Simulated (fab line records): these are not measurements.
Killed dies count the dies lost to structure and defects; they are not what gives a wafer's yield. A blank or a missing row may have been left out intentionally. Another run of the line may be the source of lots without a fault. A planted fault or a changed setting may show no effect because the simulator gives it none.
Comparing a struck lot with a sound one | flow nand_harc | 15 steps out of a route of 1302
Sound: wafers L468.3, L468.4, L468.6. Struck: wafers L472.1, L472.2, L472.6. At the end, the cause is stated.
For every step that has rows: the tool of each side, followed by ch and its chambers, followed by its first start. Under that, the readings that differ: sound wafers | struck wafers | difference of the means | sigmas: that difference in standard deviations of wafers without a fault.
alike: a reading whose means differ by less than 2 such deviations, as well as words and numbers matching on both sides. not compared: withheld readings; readings where some wafer has no value; bounds like >300 that might hide an equal value; numbers whose values overlap and for which the record gives no deviation.
Wherever a step has rows on one side only, a row that says differs or no value, or a row with sigmas, the two part there. Numbers that don't overlap but have no deviation are shown without sigmas and don't part them. A reading that every wafer of one side lacks parts them only if that side has two wafers or more.

first, 1 step without rows for these wafers: NHARC_A_ONON_D1_DEP_12 (target thk 1000 nm).
NHARC_A_ONON_D1_THK_MEAS_14: measures by ellipsometry.
  sound on film_metro-01, day 9 09:24; struck on film_metro-02, day 11 06:17
  reading     | sound          | struck      | difference | sigmas
  thk_nm (nm) | 1019 1020 1019 | 990 989 988 | -30        | -3
then, 2 steps without rows for these wafers: NHARC_A_ONON_D1_ANNEAL_15 (time 3600 s); NHARC_A_ONON_D1_DEP_16 (target thk 1000 nm).
NHARC_A_ONON_D1_THK_MEAS_18: measures by ellipsometry.
  sound on film_metro-02, day 9 19:44; struck on film_metro-02, day 11 14:19
  alike: thk_nm
next comes 1 step that has no rows for these wafers: NHARC_A_ONON_D1_DEP_19 (target thickness 1000 nm).
NHARC_A_ONON_D1_THK_MEAS_21: measures by ellipsometry.
  sound on film_metro-01, day 9 20:19; struck on film_metro-01, day 11 14:53
  alike: thk_nm
next comes 1 step that has no rows for these wafers: NHARC_A_ONON_D1_DEP_22 (target thickness 1000 nm).
NHARC_A_ONON_D1_THK_MEAS_24: measures by ellipsometry.
  sound on film_metro-02, day 9 20:53; struck on film_metro-01, day 11 15:27
  alike: thk_nm
next comes 1 step that has no rows for these wafers: NHARC_A_ONON_D1_DEP_25 (target thickness 1000 nm).
NHARC_A_ONON_D1_THK_MEAS_27: measures by ellipsometry.
  sound on film_metro-02, day 9 21:26; struck on film_metro-02, day 11 16:01
  alike: thk_nm
NHARC_A_ONON_D1_DEP_28: target thk 1000 nm.
  sound on pecvd_onon-01 ch 0, day 9 21:37; struck on pecvd_onon-04 ch 0, day 11 16:04
NHARC_A_ONON_D1_THK_MEAS_30: measures by ellipsometry.
  sound on film_metro-02, day 9 22:01; struck on film_metro-02, day 11 16:35
  reading     | sound       | struck         | difference | sigmas
  thk_nm (nm) | 999 997 997 | 1690 1693 1692 | +694       | +85
NHARC_A_ONON_D1_DEP_33: deposits SiO2, target thk 200 nm.
  sound on pecvd-03 ch 0,1,2, day 9 22:10; struck on pecvd-02 ch 0,1, day 11 16:39
  alike: flow_sccm, heater_power_w, throttle_valve_pct
  not compared: since_wet_clean_h
-- jump in the record: it breaks off in module A_ONON_D1 and resumes in module END (first step shown: number 1302 of the route), and 16 days separate the struck wafers' starts before and after --
NHARC_END_SORT_01:
  only the struck wafers appear in the record here, on prober-01 ch 0 at day 27 11:11; the sound ones have no rows

WHERE THEY PART
At NHARC_A_ONON_D1_THK_MEAS_14 first; at NHARC_END_SORT_01 last (within this record only).

WHY: what the simulator had put in
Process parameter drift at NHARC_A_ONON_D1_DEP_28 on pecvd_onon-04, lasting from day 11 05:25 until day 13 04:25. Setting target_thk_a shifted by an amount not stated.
